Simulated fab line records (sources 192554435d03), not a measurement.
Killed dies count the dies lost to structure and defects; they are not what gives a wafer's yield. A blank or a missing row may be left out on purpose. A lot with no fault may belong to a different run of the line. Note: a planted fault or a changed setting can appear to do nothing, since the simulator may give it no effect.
fab line records	flow n5_finfet
record: lots: 12	wafers: 34	last_day: 17
route steps=1938 shown HKMG_FIN@448 MIM_BOT_LITHO@1862 MIM_BOT_ETCH@1869 PASSIVATION@1936
lots that met no fault: taken from a fault-free run of the same line
start_h: hours from the record's opening day to when the first of the lot's shown wafers began	wait_h: hours since the lot's step before	" unchanged from the row above	L1.1+2: one row covering several wafers at once	- value missing, or start not given	* or withheld: withheld	< > ~ a bound
route shown NAME@n: names a module that has steps shown in the file, with the first one's number in the route	usual: mean/standard deviation of fault-free wafers	same: alike in all rows	chamber/n: place in a boat	sites: the reading at each site	_std_site: how widely they spread, as a standard deviation	_edge_site: inner sites' mean taken away from outer sites' mean	radius_mm: for every site, how far away it sits from the centre of the wafer	mask NAME#n: copy n	behind: tool/chamber where the wafer was last shaped	hold: why the lot was held/for how many hours/how that ended	device: transistor that didn't switch, given as n, p or np	end of line: the route-end tests of the same wafers	a step without rows: its recipe alone	killed: the dies lost at the first sort to structure and to defects; this is not the yield of the wafer	map: per-die view of a wafer (x killed, . not killed, _ where there is no die)
set.NAME: the setting that was run; set.NAME@STEP: the one run at that earlier step	model.NAME: the simulator's own value behind a step, which no gauge read
a sample of lots followed through the steps of the route, with each step as a table and each wafer as a row
services: a tool's chamber out of use, with start hour (start_h, from the record's first day; less than 0 if before it), hours out, and reason
== steps ==
step: N5_HKMG_FIN_NWFM_ALD_20
recipe: material: TiAlC	target_thk_a: 20	temp_c: 300	ald_precursor_family: TiCl4	ald_co_reactant: TEA	pulse_time_s: 3	purge_time_s: 2	co_reactant_purge_time_s: 2	co_reactant_pulse_time_s: 10	ald_cycles: 7	pressure_torr: 3
usual: heater_power_w: 485/57	precursor_pulse_height_rel: 1.000/0.02
same: ald_cycles: 7
lot.wafer	tool	chamber	start_h	wait_h	heater_power_w	precursor_pulse_height_rel
L422.2	ald_metal-03	2	76.57	0.3	517	0.973
L422.3	"	1	"	"	460	1.000
L422.5	"	2	"	"	520	1.009
L424.3	ald_metal-03	0	95.16	0.1	537	0.978
L424.4	"	3	"	"	435	1.007
L424.6	"	1	"	"	462	1.007
L425.1	ald_metal-03	1	97.24	0.3	462	1.027
L425.2	"	0	"	"	517	1.013
L425.3	"	3	"	"	447	1.006
L427.1	ald_metal-03	2	107.30	0.3	507	0.984
L427.3	"	3	"	"	442	1.024
L427.5	"	3	"	"	445	1.034
L429.2	ald_metal-03	0	121.86	0.3	518	0.997
L429.3	"	3	"	"	454	1.008
L429.4	"	2	"	"	510	0.983
L431.1	ald_metal-03	3	131.00	0.3	434	0.996
L431.4	"	0	"	"	527	1.023
L431.5	"	0	"	"	535	0.990
L432.2	ald_metal-03	0	139.02	0.3	547	0.983
L432.3	"	3	"	"	435	0.979
L432.6	"	3	"	"	436	0.998
L436.1	ald_metal-02	1	165.29	0.3	516	0.990
L436.5	"	3	"	"	394	0.975
L436.6	"	0	"	"	533	1.036
L439.1	ald_metal-02	0	179.22	0.3	540	1.007
L439.4	"	2	"	"	501	1.000
L439.5	"	3	"	"	399	0.991
L440.2	ald_metal-02	1	182.96	0.3	522	0.994
L440.6	"	3	"	"	407	0.957
L441.5	ald_metal-01	0	193.54	0.1	599	0.965
L441.6	"	1	"	"	464	0.984
L443.3	ald_metal-02	3	208.45	0.1	395	0.993
L443.5	"	0	"	"	555	0.994
L443.6	"	3	"	"	399	1.021
step: N5_MIM_BOT_LITHO_CD_MEAS_08
recipe: target_cd_nm: 3000	landing_energy_ev: 500	detector: se_inlens	polarity: opening
usual: cd_nm: 3000.4/1.6
lot.wafer	tool	chamber	start_h	wait_h	cd_nm
L422.2	cd_sem-03	0	262.33	-	3000.8
L422.3	"	0	"	"	2999.3
L422.5	"	0	"	"	3001.0
L425.1	cd_sem-01	0	289.88	-	3003.3
L425.2	"	0	"	"	3000.3
L425.3	"	0	"	"	3003.8
L424.3	cd_sem-03	0	294.74	-	2999.4
L424.4	"	0	"	"	2999.6
L424.6	"	0	"	"	2997.9
L427.1	cd_sem-02	0	308.89	-	2998.9
L427.3	"	0	"	"	2998.3
L427.5	"	0	"	"	2999.4
L429.2	cd_sem-02	0	312.92	-	3001.0
L429.3	"	0	"	"	3001.6
L429.4	"	0	"	"	3001.3
L432.2	cd_sem-03	0	327.27	-	2999.6
L432.3	"	0	"	"	2995.6
L432.6	"	0	"	"	2996.9
L431.1	cd_sem-03	0	327.90	-	2998.4
L431.4	"	0	"	"	3003.6
L431.5	"	0	"	"	3003.5
L436.1	cd_sem-03	0	349.75	-	3000.5
L436.5	"	0	"	"	3001.7
L436.6	"	0	"	"	3000.2
L440.2	cd_sem-01	0	359.47	-	3001.4
L440.6	"	0	"	"	3002.1
L439.1	cd_sem-01	0	376.76	-	2999.0
L439.4	"	0	"	"	2999.6
L439.5	"	0	"	"	3000.7
L441.5	cd_sem-01	0	381.68	-	3000.3
L441.6	"	0	"	"	3001.6
L443.3	cd_sem-03	0	393.65	-	3001.0
L443.5	"	0	"	"	2999.2
L443.6	"	0	"	"	3000.7
step: N5_MIM_BOT_LITHO_OVL_MEAS_11
recipe: points_per_wafer: 44
usual: MIM_BOT_OVL: -3/6
lot.wafer	tool	chamber	start_h	wait_h	MIM_BOT_OVL[nm]
L422.2	overlay-02	0	262.36	0.0	0
L422.3	"	0	"	"	-1
L422.5	"	0	"	"	-1
L425.1	overlay-01	0	289.91	0.0	-13
L425.2	"	0	"	"	-5
L425.3	"	0	"	"	-7
L424.3	overlay-02	0	294.77	0.0	5
L424.4	"	0	"	"	1
L424.6	"	0	"	"	4
L427.1	overlay-02	0	308.92	0.0	2
L427.3	"	0	"	"	-6
L427.5	"	0	"	"	-3
L429.2	overlay-02	0	312.95	0.0	-8
L429.3	"	0	"	"	-9
L429.4	"	0	"	"	-17
L432.2	overlay-01	0	327.30	0.0	3
L432.3	"	0	"	"	-4
L432.6	"	0	"	"	0
L431.1	overlay-02	0	327.93	0.0	-18
L431.4	"	0	"	"	-13
L431.5	"	0	"	"	-21
L436.1	overlay-02	0	349.78	0.0	-3
L436.5	"	0	"	"	-3
L436.6	"	0	"	"	-3
L440.2	overlay-01	0	359.50	0.0	8
L440.6	"	0	"	"	10
L439.1	overlay-01	0	376.79	0.0	-12
L439.4	"	0	"	"	0
L439.5	"	0	"	"	-12
L441.5	overlay-01	0	381.71	0.0	3
L441.6	"	0	"	"	-1
L443.3	overlay-01	0	393.68	0.0	-1
L443.5	"	0	"	"	-8
L443.6	"	0	"	"	7
step: N5_MIM_BOT_ETCH_STRIP_01
recipe: chemistry: O2	power_w: 600	temp_c: 60	pressure_mtorr: 30	rf_frequency_hz: 6e+07	bias_power_w: 0	overash_fraction: 0.5	o2_flow_sccm: 225
usual: drypump_motor_current_A: 5.9/0.38	oes_product_au: 0.84/0.064	rf_vpp_V: 3.7/1.3	showerhead_plenum_p_Torr: 2.11/0.069	throttle_valve_pct: 16.71/0.19
lot.wafer	tool	chamber	start_h	wait_h	drypump_motor_current_A	oes_product_au	rf_hours_counter_h	rf_vpp_V	showerhead_plenum_p_Torr	throttle_valve_pct
L422.2	rie_diel-01	3	262.84	0.1	5.3	0.84	57	5.6	2.23	16.83
L422.3	"	1	"	"	6.1	0.90	27	3.4	2.07	16.56
L422.5	"	3	"	"	5.3	0.86	-	2.9	2.23	16.86
L425.1	rie_diel-02	0	290.36	0.1	5.9	0.82	97	3.8	2.12	16.48
L425.2	"	2	"	"	6.1	0.84	82	6.5	2.12	16.32
L425.3	"	1	"	"	5.5	0.69	245	3.4	2.16	17.17
L424.3	rie_diel-01	0	295.40	0.1	6.1	0.80	91	1.7	2.21	16.60
L424.4	"	3	"	"	5.3	0.84	68	2.3	2.23	16.87
L424.6	"	2	"	"	5.9	0.97	-	4.3	2.16	16.52
L427.1	rie_diel-01	3	309.37	0.1	5.3	0.82	74	3.1	2.23	16.91
L427.3	"	0	"	"	6.0	0.80	97	4.2	2.21	16.65
L427.5	"	1	"	"	6.1	0.87	-	4.6	2.06	16.57
L429.2	rie_diel-06	1	313.56	0.3	6.6	0.85	64	3.5	2.14	16.92
L429.3	"	0	"	"	6.2	0.83	74	7.6	2.04	16.80
L429.4	"	2	"	"	5.7	0.82	-	4.6	2.03	16.53
L432.2	rie_diel-06	1	327.75	0.1	6.5	0.85	69	3.4	2.14	16.90
L432.3	"	3	"	"	5.4	1.02	3	3.6	2.05	16.57
L432.6	"	3	"	"	5.4	1.02	-	1.6	2.05	16.54
L431.1	rie_diel-06	0	328.38	0.1	6.2	0.83	79	2.7	2.04	16.83
L431.4	"	3	"	"	5.4	1.02	3	2.1	2.05	16.52
L431.5	"	2	"	"	5.7	0.82	-	1.5	2.02	16.54
L436.1	rie_diel-06	1	350.29	0.2	6.6	0.84	78	2.0	2.14	16.98
L436.5	"	3	"	"	5.3	0.97	-	3.1	2.05	16.57
L436.6	"	0	"	"	6.2	0.81	-	3.8	2.03	16.86
L440.2	rie_diel-01	1	359.94	0.1	6.1	0.82	64	1.6	2.05	16.64
L440.6	"	3	"	"	5.3	0.81	-	1.6	2.22	16.93
L439.1	rie_diel-06	2	377.24	0.1	5.7	0.79	114	3.2	2.02	16.64
L439.4	"	1	"	"	6.5	0.84	88	3.3	2.14	16.99
L439.5	"	0	"	"	6.2	0.79	-	3.2	2.03	16.91
L441.5	rie_diel-02	1	382.17	0.0	5.5	0.92	-	4.5	2.14	16.85
L441.6	"	2	"	"	6.2	0.81	-	2.8	2.11	16.44
L443.3	rie_diel-06	0	394.19	0.1	6.2	0.81	101	4.7	2.03	16.94
L443.5	"	1	"	"	6.6	0.85	-	1.8	2.13	16.98
L443.6	"	2	"	"	5.7	0.79	-	4.5	2.01	16.64
step: N5_PASSIVATION_PROBE_49
usual: defect_limited_yield: 91.2/1.3	killed_at_M0_to_M3: 34/10	killed_at_M4_up: 13/4.6	killed_at_contacts: 13/5.5	killed_at_front_end: 41/12	killed_at_other: 2.8/2.4	killed_dies: 104/16	killed_on_rim: 14/4.2	killed_open: 67/12	killed_short: 33/7.2	sort_bin_4_leakage: 0.00/0.012	sort_bin_5_function: 5.1/0.86	sort_bin_6_memory: 3.3/0.62	sort_n_pass: 1076/16	sort_yield_pct: 91.2/1.3
same: gross_dies: 1180	killed_at_back_side: 0	sort_bin_8_speed[%]: 0
lot.wafer	tool	chamber	start_h	wait_h	defect_limited_yield[%]	killed_at_M0_to_M3	killed_at_M4_up	killed_at_contacts	killed_at_front_end	killed_at_other	killed_dies	killed_on_rim	killed_open	killed_short	sort_bin_4_leakage[%]	sort_bin_5_function[%]	sort_bin_6_memory[%]	sort_n_pass	sort_yield_pct[%]
L422.2	prober-01	-	273.53	0.1	90.6	37	14	16	34	10	111	13	74	34	0	5.8	3.1	1069	90.6
L422.3	prober-01	-	273.58	0.1	92.5	25	9	20	33	2	89	13	65	24	0	4.5	2.9	1091	92.5
L422.5	prober-01	-	273.68	0.2	89.4	34	20	14	57	0	125	12	88	35	0	5.8	4.7	1055	89.4
L425.1	prober-01	-	298.87	0.0	88.5	30	19	27	58	2	136	15	100	33	0	6.9	4.2	1044	88.5
L425.2	prober-01	-	298.92	0.1	92.0	21	19	9	38	7	94	11	57	36	0	5.0	2.7	1086	92.0
L425.3	prober-01	-	298.97	0.1	92.5	20	16	8	39	6	89	11	59	28	0	4.7	2.6	1091	92.5
L424.3	prober-02	-	306.14	0.1	91.0	42	13	13	37	1	106	13	77	24	0	5.1	3.1	1074	91.0
L424.4	prober-02	-	306.19	0.2	90.3	33	14	15	50	3	115	14	71	43	0	5.4	4.0	1065	90.3
L424.6	prober-02	-	306.29	0.3	90.4	38	17	11	46	1	113	15	73	35	0	5.8	3.1	1067	90.4
L427.1	prober-02	-	317.39	0.0	91.9	33	17	11	31	3	95	15	55	30	0	5.0	2.6	1085	91.9
L427.3	prober-02	-	317.49	0.1	89.3	49	8	19	45	5	126	20	81	39	0	6.5	4.0	1054	89.3
L427.5	prober-02	-	317.59	0.2	91.9	27	18	9	32	10	96	11	70	22	0	5.1	2.6	1084	91.9
L429.2	prober-01	-	322.53	0.1	92.5	16	20	12	38	2	88	12	59	23	0	3.7	3.2	1092	92.5
L429.3	prober-01	-	322.58	0.1	90.0	45	12	30	28	3	118	20	74	36	0	6.1	3.1	1062	90.0
L429.4	prober-01	-	322.63	0.2	93.5	19	11	5	39	3	77	7	51	25	0	4.3	1.9	1103	93.5
L432.2	prober-02	-	335.66	0.1	77.1	35	17	16	201	1	270	22	82	26	0	13.6	4.4	910	77.1
L432.3	prober-02	-	335.71	0.1	85.8	36	14	18	99	0	167	32	64	42	0	8.0	3.8	1013	85.8
L432.6	prober-02	-	335.86	0.3	85.3	32	12	19	109	2	174	34	67	38	0	9.3	3.2	1006	85.3
L431.1	prober-02	-	338.61	0.0	91.4	44	10	9	34	4	101	12	63	35	0	5.3	3.1	1079	91.4
L431.4	prober-02	-	338.76	0.2	90.8	47	22	5	32	3	109	14	79	30	0.08	5.6	3.5	1070	90.7
L431.5	prober-02	-	338.81	0.2	89.2	47	16	11	49	4	127	13	89	36	0.08	6.1	4.4	1052	89.2
L436.1	prober-02	-	358.99	0.0	90.9	38	13	11	45	0	107	22	65	38	0	5.1	3.4	1073	90.9
L436.5	prober-02	-	359.19	0.2	90.8	30	18	5	55	0	108	16	74	32	0	5.9	2.9	1072	90.8
L436.6	prober-02	-	359.24	0.3	90.7	24	14	16	55	1	110	19	69	31	0	5.6	2.6	1070	90.7
L440.2	prober-02	-	368.49	0.1	90.3	45	6	11	51	2	115	15	63	41	0	6.0	3.4	1065	90.3
L440.6	prober-02	-	368.69	0.3	89.9	46	18	10	38	7	119	15	72	39	0	5.9	3.8	1061	89.9
L439.1	prober-02	-	385.30	0.0	90.7	32	13	14	44	7	110	14	61	44	0	5.4	3.3	1070	90.7
L439.4	prober-02	-	385.45	0.2	91.9	44	9	10	32	1	96	11	67	22	0	4.4	3.3	1084	91.9
L439.5	prober-02	-	385.50	0.2	93.4	28	8	8	30	4	78	12	44	32	0	3.7	2.6	1102	93.4
L441.5	prober-01	-	390.63	0.2	90.4	34	4	11	63	1	113	13	70	34	0	6.2	2.6	1067	90.4
L441.6	prober-01	-	390.68	0.3	92.3	39	15	8	25	4	91	13	63	25	0	4.4	3.2	1089	92.3
L443.3	prober-02	-	402.21	0.1	90.8	28	5	9	64	3	109	17	70	33	0	5.2	3.3	1071	90.8
L443.5	prober-02	-	402.31	0.2	87.9	36	19	26	59	3	143	20	94	39	0	7.3	3.9	1037	87.9
L443.6	prober-02	-	402.36	0.3	89.7	39	10	10	56	6	121	20	71	47	0	5.0	4.7	1059	89.7
killed by level:class
L422.2 BEOL_M0_SAQP:geometric_particle:open=15 MOL_CONTACT_COAG:geometric_particle:open=12 STI_FIN_REVEAL:geometric_particle:open=11 BEOL_M3:geometric_particle:open=8 FIN_SAQP:geometric_particle:open=5 BEOL_M0_SAQP:geometric_particle:short=4 PASS1_CAP:geometric_particle:open=4 STI_FIN_REVEAL:geometric_particle:short=3
L422.3 STI_FIN_REVEAL:geometric_particle:open=18 MOL_CONTACT_COAG:geometric_particle:open=15 FIN_SAQP:geometric_particle:open=5 MOL_CONTACT_COAG:geometric_particle:short=5 BEOL_M0_SAQP:geometric_particle:short=5 BEOL_M0_SAQP:geometric_particle:open=4 BEOL_M0:geometric_particle:open=4 BEOL_M3:geometric_particle:short=4
L422.5 STI_FIN_REVEAL:geometric_particle:open=19 MOL_CONTACT_COAG:geometric_particle:open=13 FIN_SAQP:geometric_particle:short=10 BEOL_M0_SAQP:geometric_particle:short=9 BEOL_M0_SAQP:geometric_particle:open=9 FIN_SAQP:geometric_particle:open=8 BEOL_M2:geometric_particle:open=7 GATE_CUT:geometric_particle:open=6
L425.1 MOL_CONTACT_COAG:geometric_particle:open=21 STI_FIN_REVEAL:geometric_particle:open=19 BEOL_M4:geometric_particle:open=12 FIN_SAQP:geometric_particle:open=10 BEOL_M3:geometric_particle:open=10 FIN_SAQP:geometric_particle:short=8 MOL_CONTACT_COAG:geometric_particle:short=6 STI_FIN_REVEAL:geometric_particle:short=5
L425.2 FIN_SAQP:geometric_particle:open=10 BEOL_M3:geometric_particle:open=7 STI_FIN_REVEAL:geometric_particle:open=7 FIN_SAQP:geometric_particle:short=6 MOL_CONTACT_COAG:geometric_particle:open=6 BEOL_M4:geometric_particle:open=6 BEOL_M4:geometric_particle:short=6 BEOL_M0_SAQP:geometric_particle:open=3
L425.3 FIN_SAQP:geometric_particle:open=12 FIN_SAQP:geometric_particle:short=11 MOL_CONTACT_COAG:geometric_particle:open=7 BEOL_M4:geometric_particle:open=7 STI_FIN_REVEAL:geometric_particle:open=5 BEOL_M3:geometric_particle:open=5 BEOL_M0:geometric_particle:open=4 BEOL_M0_SAQP:geometric_particle:short=3
L424.3 BEOL_M1:geometric_particle:open=17 MOL_CONTACT_COAG:geometric_particle:open=11 FIN_SAQP:geometric_particle:open=6 DUMMY_GATE:geometric_particle:open=6 STI_FIN_REVEAL:geometric_particle:open=5 BEOL_M0_SAQP:geometric_particle:open=5 BEOL_M4:geometric_particle:open=5 BEOL_M0_SAQP:geometric_particle:short=4
L424.4 FIN_SAQP:geometric_particle:open=18 MOL_CONTACT_COAG:geometric_particle:open=10 BEOL_M1:geometric_particle:open=8 BEOL_M0_SAQP:geometric_particle:short=7 BEOL_M0_SAQP:geometric_particle:open=6 FIN_SAQP:geometric_particle:short=5 ILD0:geometric_particle:short=5 GATE_CUT:geometric_particle:short=5
L424.6 FIN_SAQP:geometric_particle:open=11 BEOL_M0_SAQP:geometric_particle:open=11 MOL_CONTACT_COAG:geometric_particle:open=9 BEOL_M1:geometric_particle:open=7 BEOL_M2:geometric_particle:open=6 DUMMY_GATE:geometric_particle:open=5 GATE_CUT:geometric_particle:short=5 STARTING-WAFER:geometric_particle:short=5
L427.1 MOL_CONTACT_COAG:geometric_particle:open=10 BEOL_M4:geometric_particle:open=9 FIN_SAQP:geometric_particle:short=7 BEOL_M2:geometric_particle:open=7 BEOL_M0_SAQP:geometric_particle:short=6 FIN_SAQP:geometric_particle:open=5 BEOL_M3:geometric_particle:open=5 BEOL_M3:geometric_particle:short=4
L427.3 MOL_CONTACT_COAG:geometric_particle:open=14 BEOL_M3:geometric_particle:open=13 BEOL_M0_SAQP:geometric_particle:short=11 FIN_SAQP:geometric_particle:open=10 BEOL_M0_SAQP:geometric_particle:open=9 BEOL_M2:geometric_particle:open=7 BEOL_M1:geometric_particle:open=6 STARTING-WAFER:geometric_particle:short=6
L427.5 MOL_CONTACT_COAG:geometric_particle:open=8 BEOL_M0_SAQP:geometric_particle:open=8 DUMMY_GATE:geometric_particle:open=7 BEOL_M3:geometric_particle:open=7 BEOL_M5:geometric_particle:open=7 GATE_CUT:geometric_particle:short=6 FIN_SAQP:geometric_particle:short=5 BEOL_M1:geometric_particle:open=5
L429.2 FIN_SAQP:geometric_particle:open=14 MOL_CONTACT_COAG:geometric_particle:open=11 BEOL_M4:geometric_particle:open=9 BEOL_M3:geometric_particle:open=7 FIN_SAQP:geometric_particle:short=6 STI_FIN_REVEAL:geometric_particle:open=4 DUMMY_GATE:geometric_particle:open=4 BEOL_M1:geometric_particle:short=4
L429.3 MOL_CONTACT_COAG:geometric_particle:open=22 BEOL_M3:geometric_particle:open=15 BEOL_M0_SAQP:geometric_particle:short=10 MOL_CONTACT_COAG:geometric_particle:short=7 BEOL_M2:geometric_particle:open=6 BEOL_M0_SAQP:geometric_particle:open=5 FIN_SAQP:geometric_particle:open=4 BEOL_M1:geometric_particle:open=4
L429.4 FIN_SAQP:geometric_particle:open=11 STI_FIN_REVEAL:geometric_particle:open=6 BEOL_M1:geometric_particle:open=6 BEOL_M4:geometric_particle:open=6 DUMMY_GATE:geometric_particle:open=5 MOL_CONTACT_COAG:geometric_particle:open=5 BEOL_M0_SAQP:geometric_particle:open=4 FIN_SAQP:geometric_particle:short=3
L432.2 HKMG_FIN:unspecified=157 MOL_CONTACT_COAG:geometric_particle:open=14 BEOL_M2:geometric_particle:open=11 BEOL_M4:geometric_particle:open=9 FIN_SAQP:geometric_particle:open=6 GATE_CUT:geometric_particle:open=6 GATE_CUT:geometric_particle:short=6 BEOL_M3:geometric_particle:open=6
L432.3 HKMG_FIN:unspecified=53 MOL_CONTACT_COAG:geometric_particle:open=14 BEOL_M0_SAQP:geometric_particle:open=10 STI_FIN_REVEAL:geometric_particle:open=9 BEOL_M0_SAQP:geometric_particle:short=9 BEOL_M4:geometric_particle:open=8 HKMG_FIN:area_etch=7 BEOL_M1:geometric_particle:short=6
L432.6 HKMG_FIN:unspecified=69 MOL_CONTACT_COAG:geometric_particle:open=14 BEOL_M3:geometric_particle:open=11 STI_FIN_REVEAL:geometric_particle:open=8 BEOL_M4:geometric_particle:open=8 BEOL_M0_SAQP:geometric_particle:short=7 FIN_SAQP:geometric_particle:open=6 GATE_CUT:geometric_particle:short=6
L431.1 BEOL_M1:geometric_particle:open=14 STI_FIN_REVEAL:geometric_particle:open=9 BEOL_M0_SAQP:geometric_particle:short=7 BEOL_M4:geometric_particle:open=7 STARTING-WAFER:geometric_particle:short=7 BEOL_M2:geometric_particle:open=6 BEOL_M0_SAQP:geometric_particle:open=5 MOL_CONTACT_COAG:geometric_particle:open=5
L431.4 BEOL_M0_SAQP:geometric_particle:open=15 BEOL_M2:geometric_particle:open=9 STI_FIN_REVEAL:geometric_particle:open=8 BEOL_M4:geometric_particle:open=8 FIN_SAQP:geometric_particle:open=6 BEOL_M0_SAQP:geometric_particle:short=6 BEOL_M3:geometric_particle:open=6 MOL_CONTACT_COAG:geometric_particle:open=5
L431.5 BEOL_M0_SAQP:geometric_particle:open=13 STI_FIN_REVEAL:geometric_particle:open=11 BEOL_M2:geometric_particle:open=11 MOL_CONTACT_COAG:geometric_particle:open=9 FIN_SAQP:geometric_particle:short=8 BEOL_M4:geometric_particle:open=8 FIN_SAQP:geometric_particle:open=7 BEOL_M3:geometric_particle:open=7
L436.1 STI_FIN_REVEAL:geometric_particle:open=9 BEOL_M1:geometric_particle:open=8 BEOL_M0_SAQP:geometric_particle:open=7 FIN_SAQP:geometric_particle:open=6 MOL_CONTACT_COAG:geometric_particle:short=6 BEOL_M2:geometric_particle:open=6 DUMMY_GATE:geometric_particle:open=5 GATE_CUT:geometric_particle:short=5
L436.5 STI_FIN_REVEAL:geometric_particle:open=13 BEOL_M0_SAQP:geometric_particle:short=10 GATE_CUT:geometric_particle:short=10 BEOL_M0_SAQP:geometric_particle:open=9 GATE_CUT:geometric_particle:open=8 BEOL_M4:geometric_particle:open=7 MOL_CONTACT_COAG:geometric_particle:open=5 DUMMY_GATE:geometric_particle:open=5
L436.6 MOL_CONTACT_COAG:geometric_particle:open=12 GATE_CUT:geometric_particle:short=11 BEOL_M4:geometric_particle:open=10 STI_FIN_REVEAL:geometric_particle:open=9 FIN_SAQP:geometric_particle:open=8 HKMG_FIN:area_etch=8 BEOL_M3:geometric_particle:open=7 FIN_SAQP:geometric_particle:short=5
L440.2 BEOL_M0_SAQP:geometric_particle:open=13 BEOL_M0_SAQP:geometric_particle:short=11 MOL_CONTACT_COAG:geometric_particle:open=10 STI_FIN_REVEAL:geometric_particle:open=8 FIN_SAQP:geometric_particle:short=7 BEOL_M1:geometric_particle:open=7 GATE_CUT:geometric_particle:short=6 STARTING-WAFER:geometric_particle:open=5
L440.6 BEOL_M0_SAQP:geometric_particle:open=12 BEOL_M0_SAQP:geometric_particle:short=9 STI_FIN_REVEAL:geometric_particle:open=8 BEOL_M1:geometric_particle:open=7 BEOL_M4:geometric_particle:open=7 DUMMY_GATE:geometric_particle:open=6 MOL_CONTACT_COAG:geometric_particle:open=6 BEOL_M2:geometric_particle:open=5
L439.1 FIN_SAQP:geometric_particle:short=14 MOL_CONTACT_COAG:geometric_particle:open=13 FIN_SAQP:geometric_particle:open=6 BEOL_M2:geometric_particle:open=6 BEOL_M4:geometric_particle:open=6 GATE_CUT:geometric_particle:open=5 BEOL_M0_SAQP:geometric_particle:open=5 GATE_CUT:geometric_particle:short=4
L439.4 BEOL_M2:geometric_particle:open=11 BEOL_M1:geometric_particle:open=9 MOL_CONTACT_COAG:geometric_particle:open=7 BEOL_M4:geometric_particle:open=7 FIN_SAQP:geometric_particle:open=6 DUMMY_GATE:geometric_particle:open=6 BEOL_M3:geometric_particle:open=6 BEOL_M3:geometric_particle:short=6
L439.5 BEOL_M0_SAQP:geometric_particle:short=9 FIN_SAQP:geometric_particle:short=6 FIN_SAQP:geometric_particle:open=5 BEOL_M0_SAQP:geometric_particle:open=5 MOL_CONTACT_COAG:geometric_particle:open=5 GATE_CUT:geometric_particle:short=4 BEOL_M2:geometric_particle:open=4 STI_FIN_REVEAL:geometric_particle:open=3
L441.5 STI_FIN_REVEAL:geometric_particle:open=14 FIN_SAQP:geometric_particle:open=12 FIN_SAQP:geometric_particle:short=9 BEOL_M0_SAQP:geometric_particle:open=9 BEOL_M1:geometric_particle:open=7 DUMMY_GATE:geometric_particle:open=7 MOL_CONTACT_COAG:geometric_particle:short=6 BEOL_M2:geometric_particle:open=6
L441.6 BEOL_M0_SAQP:geometric_particle:open=10 STI_FIN_REVEAL:geometric_particle:open=7 MOL_CONTACT_COAG:geometric_particle:open=7 BEOL_M0_SAQP:geometric_particle:short=7 BEOL_M0:geometric_particle:open=7 GATE_CUT:geometric_particle:short=6 BEOL_M4:geometric_particle:open=5 BEOL_M2:geometric_particle:open=5
L443.3 FIN_SAQP:geometric_particle:open=22 FIN_SAQP:geometric_particle:short=12 STI_FIN_REVEAL:geometric_particle:open=8 MOL_CONTACT_COAG:geometric_particle:open=7 BEOL_M0_SAQP:geometric_particle:open=6 BEOL_M0:geometric_particle:open=5 ILD0:geometric_particle:short=4 BEOL_M0_SAQP:geometric_particle:short=4
L443.5 MOL_CONTACT_COAG:geometric_particle:open=20 FIN_SAQP:geometric_particle:open=19 BEOL_M0_SAQP:geometric_particle:open=12 FIN_SAQP:geometric_particle:short=8 BEOL_M0_SAQP:geometric_particle:short=7 BEOL_M2:geometric_particle:open=7 STARTING-WAFER:geometric_particle:short=7 STI_FIN_REVEAL:geometric_particle:open=5
L443.6 FIN_SAQP:geometric_particle:short=20 FIN_SAQP:geometric_particle:open=16 BEOL_M0_SAQP:geometric_particle:short=11 BEOL_M0_SAQP:geometric_particle:open=9 STI_FIN_REVEAL:geometric_particle:open=8 MOL_CONTACT_COAG:geometric_particle:open=8 BEOL_M2:geometric_particle:open=6 ILD0:geometric_particle:open=4
== services ==
tool	chamber	start_h	hours	kind
ald_metal-01	-	81.42	8.7	pm
rie_diel-01	-	86.10	14.6	pm
rie_diel-06	0	89.21	9.2	repair
ald_metal-02	-	108.57	2.8	pm
ald_metal-02	-	111.78	14.6	pm
ald_metal-01	-	118.08	2.8	pm
ald_metal-03	1	122.43	6.3	repair
ald_metal-03	3	166.00	7.6	repair
rie_diel-02	2	171.75	5.4	repair
rie_diel-01	-	189.34	0.3	repair
ald_metal-03	-	193.09	2.8	pm
ald_metal-01	-	199.96	0.9	repair
rie_diel-01	2	218.92	9.9	repair
rie_diel-02	0	219.88	3.8	repair
ald_metal-02	0	242.32	4.1	repair
rie_diel-01	2	254.45	7.3	repair
rie_diel-01	2	315.73	7.1	repair
ald_metal-01	-	337.25	14.0	pm
ald_metal-03	0	338.87	1.8	repair
rie_diel-02	3	350.59	13.3	repair
ald_metal-02	-	356.68	1.3	repair
ald_metal-03	1	360.15	27.9	repair
rie_diel-02	1	372.17	3.1	repair
ald_metal-02	0	376.16	5.3	repair
== key ==
first_sign: step: N5_PASSIVATION_PROBE_49	reading: killed_at_front_end	direction: up	sigmas: 8.2	usual: 41	struck: 136
effect: step: N5_PASSIVATION_PROBE_49	reading: defect_limited_yield	direction: down	sigmas: 6.4	usual: 91.2	struck: 82.7
more_kills_born_at: N5_HKMG_FIN_NWFM_ALD_20@ald_metal-03: 279
met_at N5_HKMG_FIN_NWFM_ALD_20
struck_lots L432
not_acting_at N5_MIM_BOT_LITHO_CD_MEAS_08,N5_MIM_BOT_LITHO_OVL_MEAS_11,N5_MIM_BOT_ETCH_STRIP_01
onset_between 131.00 139.02
fault: kind: chamber_particle_source	tool: ald_metal-03	chamber: -	onset_h: 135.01	steps: N5_HKMG_FIN_NWFM_ALD_20	rate_per_visit_cm2: 2.1755
